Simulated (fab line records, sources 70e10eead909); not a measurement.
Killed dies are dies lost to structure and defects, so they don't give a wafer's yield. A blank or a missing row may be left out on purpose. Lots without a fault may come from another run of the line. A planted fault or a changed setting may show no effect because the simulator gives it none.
Which tool did it? | flow nand_harc | 24 lots, 72 wafers sampled, at 2 steps of a route of 1302

WHAT THE GAUGES READ, wafer by wafer
NHARC_A_SGD_CUT_OVL_MEAS_10.
lot  | measured     | on         | overlay_x_nm (nm) | overlay_y_nm (nm)
L074 | day 19 04:35 | overlay-01 | -0.2 0.0 -0.6     | 0.7 0.7 0.4
L075 | day 19 22:42 | overlay-01 | 1.0 0.9 0.6       | 0.5 0.1 0.2
L076 | day 20 01:18 | overlay-01 | 0.7 1.0 1.1       | 0.4 -0.5 -0.3
L077 | day 20 15:04 | overlay-02 | 0.1 -0.4 -0.2     | -0.7 -0.9 -0.6
L078 | day 20 22:34 | overlay-02 | 0.4 0.5 0.0       | -0.4 -0.7 -0.3
L079 | day 21 15:36 | overlay-02 | -1.4 -1.6 -1.0    | 0.3 -0.3 -0.2
L081 | day 22 04:35 | overlay-01 | 1.8 1.8 1.3       | -0.1 0.2 0.3
L080 | day 22 04:47 | overlay-02 | 0.3 -0.1 -0.3     | 1.0 1.2 0.4
L082 | day 22 14:13 | overlay-01 | 0.8 0.5 0.5       | -0.7 0.4 -0.2
L085 | day 23 05:12 | overlay-01 | 0.7 1.1 0.8       | 0.1 -0.5 0.0
L084 | day 23 05:26 | overlay-01 | -1.9 -1.3 -1.6    | 0.1 0.3 -0.2
L083 | day 23 18:10 | overlay-01 | 0.8 0.6 0.3       | 0.5 0.0 -0.6
L086 | day 24 07:04 | overlay-01 | 1.2 1.6 0.4       | -0.1 -0.5 -0.4
L087 | day 24 23:54 | overlay-01 | -0.7 -0.4 -0.4    | -1.2 -0.9 -0.6
L089 | day 25 13:06 | overlay-01 | 0.4 -0.1 0.5      | -1.7 -1.0 -1.8
L088 | day 25 13:19 | overlay-01 | 1.2 0.1 0.8       | 0.1 -0.2 0.1
L090 | day 25 23:04 | overlay-02 | 0.1 0.6 0.2       | -0.7 -0.7 -0.6
L091 | day 25 23:35 | overlay-01 | -0.6 0.0 0.3      | 1.9 2.1 2.1
L092 | day 26 21:05 | overlay-01 | 0.0 0.4 0.0       | 0.0 0.1 0.3
L093 | day 27 02:05 | overlay-01 | 2.6 2.7 2.6       | -1.2 -2.2 -1.5
L095 | day 28 06:56 | overlay-02 | 0.5 0.4 0.4       | 1.1 0.7 1.0
L094 | day 28 08:28 | overlay-01 | 0.5 0.1 -0.4      | 0.9 0.9 0.8
L097 | day 29 01:00 | overlay-02 | -0.1 0.1 -0.5     | 0.9 1.0 0.6
L096 | day 29 01:22 | overlay-01 | -0.4 -0.5 -0.6    | -1.0 -1.1 -1.2

WHICH TOOL RAN EACH LOT (tool, then ch and the chambers of the sampled wafers, then the start)
lot  | NHARC_A_STAIRCASE_CMP_152
L074 | cmp-01 ch 1,2,3, day 19 02:00
L075 | cmp-01 ch 0,1,2, day 19 19:55
L076 | cmp-01 ch 0,2,3, day 19 22:41
L077 | cmp-02 ch 0,1,2, day 20 12:30
L078 | cmp-02 ch 0,2, day 20 19:58
L079 | cmp-01 ch 0,2, day 21 12:53
L081 | cmp-04 ch 0,2,3, day 22 01:37
L080 | cmp-01 ch 1,2, day 22 01:49
L082 | cmp-01 ch 0,2,3, day 22 11:43
L085 | cmp-01 ch 1,2, day 23 02:37
L084 | cmp-01 ch 1,2,3, day 23 02:52
L083 | cmp-04 ch 2,3, day 23 15:19
L086 | cmp-01 ch 0,1,3, day 24 04:35
L087 | cmp-02 ch 0,1,2, day 24 21:13
L089 | cmp-02 ch 0,3, day 25 10:34
L088 | cmp-04 ch 0,1,3, day 25 10:51
L090 | cmp-01 ch 0,1,2, day 25 20:34
L091 | cmp-02 ch 2,3, day 25 20:54
L092 | cmp-02 ch 1,2,3, day 26 18:39
L093 | cmp-02 ch 0,1,3, day 26 23:32
L095 | cmp-04 ch 1,2, day 28 04:19
L094 | cmp-01 ch 0,2, day 28 05:32
L097 | cmp-04 ch 0,1, day 28 22:32
L096 | cmp-01 ch 1,3, day 28 22:41
- NHARC_A_STAIRCASE_CMP_152: polishes.

WHAT THE TOOLS THEMSELVES READ (means of the sampled wafers that have a number; where no wafer has one, the mark that the record gives instead)
NHARC_A_STAIRCASE_CMP_152.
lot  | tool   | motor_current_A (A)
L074 | cmp-01 | 11.8
L075 | cmp-01 | 12.3
L076 | cmp-01 | 12.2
L077 | cmp-02 | 12.3
L078 | cmp-02 | 12.8
L079 | cmp-01 | 12.5
L081 | cmp-04 | 12.2
L080 | cmp-01 | 11.5
L082 | cmp-01 | 12.1
L085 | cmp-01 | 11.8
L084 | cmp-01 | 11.9
L083 | cmp-04 | 12.5
L086 | cmp-01 | 11.9
L087 | cmp-02 | 12.8
L089 | cmp-02 | 11.2
L088 | cmp-04 | 12.7
L090 | cmp-01 | 12.5
L091 | cmp-02 | 10.7
L092 | cmp-02 | 11.3
L093 | cmp-02 | 11.6
L095 | cmp-04 | 12.3
L094 | cmp-01 | 12.2
L097 | cmp-04 | 12.4
L096 | cmp-01 | 11.6

THE ANSWER, worked out from the rows above alone
Rule: what is usual is taken from the lots themselves. Put in order of their means at a reading, lots are off if they are a third of the lots or fewer, leave a main group of 4 or more, and stand apart from it by a gap of 3 or more times the standard deviation of the main group's means; of several such gaps the widest counts. A main group whose means are all the same, to the digits that the tables above print for the reading, isn't used. A lot without any number at a reading at which 4 lots or more have one is off too. The other lots that the step has rows for count as sound. The gauges are gone through in route order, then the tools' own readings, and for those a lot's mean is taken as printed above. The first step at which some lot is off is used, and at that step the reading that is off furthest; a lot without a number counts as furthest.
No lot is off at any reading shown: from this, nothing can be told.

WHAT THE SIMULATOR HAD PUT IN
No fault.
